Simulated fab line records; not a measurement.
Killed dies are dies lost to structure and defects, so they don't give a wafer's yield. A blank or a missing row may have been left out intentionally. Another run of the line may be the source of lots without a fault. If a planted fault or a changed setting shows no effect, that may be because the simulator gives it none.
2 desks looking at one fault | flow nand harc | each desk has only its own numbers; what lay behind them comes last

## THE DEFECT DESK
For each lot, the counts of the inspections along the route, averaged over the sampled wafers that have a number. If a lot's mean is further than 4 standard deviations from the usual mean, the lot is out of limits and carries the mark OUT (the distance appears in the brackets).
Columns: A = raw defect count at NHARC_A_ONON_D2_INSPECT_32, usual 351
lot  | first seen here | A
L440 | day 12 19:54    | 256
L442 | day 13 18:11    | 378
L444 | day 14 08:46    | 268
L449 | day 17 04:01    | 319
L450 | day 17 17:49    | 261
L454 | day 19 08:45    | 324
L457 | day 19 14:12    | 377
L455 | day 19 14:23    | 385
L458 | day 20 03:42    | 477
L460 | day 21 09:45    | 287
L461 | day 22 04:25    | 338
L462 | day 22 08:10    | 403
L463 | day 22 15:54    | 253
This desk's verdict: no lot among the 13 shows anything out of limits.

## THE METROLOGY DESK
What the gauges read for every lot (on any tool): the sampled wafers with a number, averaged. If a lot's mean is further than 4 standard deviations from the usual mean, the lot is out of limits and carries the mark OUT (the distance appears in the brackets).
Columns: A = thk nm at NHARC_A_ONON_D2_THK_MEAS_27, usual 999 nm
lot  | first seen here | A
L440 | day 12 18:48    | 1011
L442 | day 13 16:51    | 991
L444 | day 14 07:40    | 1004
L449 | day 17 02:47    | 1283 (+32) OUT
L450 | day 17 16:43    | 1140 (+16) OUT
L454 | day 19 07:38    | 1000
L457 | day 19 13:06    | 997
L455 | day 19 13:08    | 999
L458 | day 20 02:27    | 997
L460 | day 21 08:38    | 986
L461 | day 22 03:17    | 1006
L462 | day 22 07:03    | 1009
L463 | day 22 14:49    | 1005
Finding of this desk: L449, L450 out of limits; the first was L449 at day 17 02:47, on thk nm at NHARC_A_ONON_D2_THK_MEAS_27. Within limits: L440, L442, L444, L454, L457, L455, L458, L460, L461, L462, L463.

## ALL TOGETHER
On L449, L450, the metrology desk was in a position to raise an alarm at day 17 02:47.
No out-of-limits result turned up at the defect desk.
The defect desk has L449, L450 on record, within its limits.
Of the lots named, all ran NHARC_A_ONON_D2_DEP_25 on pecvd onon-03.

## WHAT HAD BEEN PUT IN BY THE SIMULATOR
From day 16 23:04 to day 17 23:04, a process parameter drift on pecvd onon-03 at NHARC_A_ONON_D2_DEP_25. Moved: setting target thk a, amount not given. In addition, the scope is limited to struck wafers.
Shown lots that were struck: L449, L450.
Hours from the fault's start to each desk's first reading out of limits: the metrology desk, 4.
